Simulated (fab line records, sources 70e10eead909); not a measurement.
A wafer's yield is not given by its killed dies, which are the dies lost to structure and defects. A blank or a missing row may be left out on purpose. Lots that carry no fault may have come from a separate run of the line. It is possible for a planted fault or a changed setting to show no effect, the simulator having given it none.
Chamber matching	flow nand harc	NHARC_A_STAIRCASE_CMP_450 on cmp-03: 4 sister chambers
The step polishes SiO2, target thk 200 nm. 14 wafers are shown with their chamber, then 7 later ones without.

EACH WAFER AND ITS CHAMBER
wafer	chamber	motor current A (A)
L769.4	3	11.2
L769.5	0	9.1
L769.6	3	11.9
L772.1	1	11.1
L772.2	2	13.1
L772.3	3	11.3
L777.1	3	11.5
L777.5	3	11.4
L777.6	2	11.9
L779.1	3	11.3
L779.4	2	12.0
L779.5	2	12.6
L782.1	0	8.9
L782.2	3	11.6

SIGNATURES (averages over the wafers above)
reading	chamber 0	chamber 1	chamber 2	chamber 3	scatter within a chamber
motor current A	9.000	11.100	12.400	11.457	0.36
Rule: for a wafer and a chamber, the distance is found by dividing, reading by reading, the gap between the wafer's reading and the chamber's mean by the reading's scatter, squaring, summing and taking the root. The wafer belongs to the nearest chamber; if the next one is less than 2 further off, it can't be placed. How the scatter is found: for the shown wafers, subtract from each reading the mean of its chamber, square and add these, divide the total by (wafers less chambers), then take the root.

WAFERS WHOSE CHAMBER IS MISSING
wafer	motor current A (A)
L782.4	12.5
L784.3	8.1
L784.4	11.1
L784.6	11.1
L785.1	13.1
L785.2	11.2
L785.6	10.0

EACH ONE'S CHAMBER
wafer	from the rows above	in truth
L782.4	2	2
L784.3	0	0
L784.4	can't be placed: 1 or 3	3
L784.6	can't be placed: 1 or 3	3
L785.1	2	2
L785.2	can't be placed: 1 or 3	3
L785.6	can't be placed: 0 or 1 or 3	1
Correct placement for 3 of the 7. From these rows, 4 cannot be placed; in 4 the true chamber is one of the candidates. Number placed wrongly: 0.
